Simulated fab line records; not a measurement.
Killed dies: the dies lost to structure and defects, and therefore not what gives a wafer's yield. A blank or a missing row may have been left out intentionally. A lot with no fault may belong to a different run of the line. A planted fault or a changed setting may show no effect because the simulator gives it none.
8D (eight disciplines) problem report, filled in by code + flow nand harc + the parts of the form that need people (team, actions taken, sign-off) are left out

== 1. WHAT WENT WRONG ==
thk nm at NHARC_A_ONON_D1_THK_MEAS_30 reads a mean of 664 nm on 6 wafers of 2 lots; wafers without a fault read 998 nm with a standard deviation of 9.3. That puts it -36 standard deviations away from the usual mean.
The step: measures by ellipsometry.
First observed at day 12 14:10: wafer L930.2, on film metro-02. The record holds 39 wafers of 13 lots with a number at this step. Rule for "out" (also "out of limits"): further than 4 standard deviations from the usual mean. All remaining wafers that have a number are taken as sound.

== 2. WHAT IT IS AND WHAT IT IS NOT ==
| question                    | is                           | is not                                                              |
|-----------------------------|------------------------------|---------------------------------------------------------------------|
| which readings at this step | thk nm                       | -                                                                   |
| which lots                  | L930, L932                   | L911, L913, L914, L916, L917, L918, L920, L923, L925, L929, L934    |
| which wafers of those lots  | all that have a number       | -                                                                   |
| read on which gauges        | film metro-01, film metro-02 | -                                                                   |
| when                        | from day 12 14:10            | up to then (30 sound wafers); but 3 sound wafers of L934 came after |

== 3. SUSPECTS, AND WHAT RULES EACH OUT ==
Counting: any tool at a process step up to the reading is kept as a suspect provided that every lot that is out went through it and no sound lot did after the first of them.
- the gauge at NHARC_A_ONON_D1_THK_MEAS_30: ruled out. 2 gauges (film metro-01, film metro-02) read the wafers that are out.
- rie diel-08 at NHARC_P_BONDPAD_ACTIVATE_29 (chemistry N2, time 60 s): ruled out as a lasting fault. Sound lots L934 ran on it after its first lot that is out, L930 (day 11 02:30).
- pecvd onon-03 at NHARC_A_ONON_D1_DEP_28 (target thk 1000 nm): kept. It ran every lot that is out, first L930 (day 12 13:43), and no sound lot after that; its last sound lot up to then is L929 (day 12 07:41).
After counting, what remains is pecvd onon-03 at NHARC_A_ONON_D1_DEP_28.

== 4. THE CAUSE (what the simulator had put in) ==
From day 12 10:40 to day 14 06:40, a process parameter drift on pecvd onon-03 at NHARC_A_ONON_D1_DEP_28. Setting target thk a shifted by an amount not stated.
After counting, this tool was the only one left.

== 5. THE EFFECT CHAIN, in route order ==
Each row: a reading whose mean over the struck wafers that have a number lies more than 3 standard deviations from the usual. Only readings whose record carries a usual standard deviation are examined. hours: median over the lots of the time between each lot's start at the first step of this table that gives one and its start at this step. sigmas: the change, counted in usual standard deviations.
| hours | step                        | reading         | usual  | on struck wafers | change | sigmas |
|-------|-----------------------------|-----------------|--------|------------------|--------|--------|
| 0     | NHARC_A_ONON_D1_THK_MEAS_30 | thk nm          | 998 nm | 664              | -334   | -36    |
| 270   | NHARC_END_SORT_01           | killed at array | 25     | 674              | +649   | +71    |
| 270   | NHARC_END_SORT_01           | killed dies     | 30     | 677              | +647   | +67    |

== 6. HOW IT WOULD HAVE BEEN CAUGHT EARLIER ==
The first out-of-limits reading at a measuring or inspecting step in this record came at day 12 14:10, 4 hours after the fault's start at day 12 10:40.
L932, from the lots that are out (2), started NHARC_A_ONON_D1_DEP_28 on pecvd onon-03 later than day 12 14:10. It would have been spared by a hold on the tool at that moment.
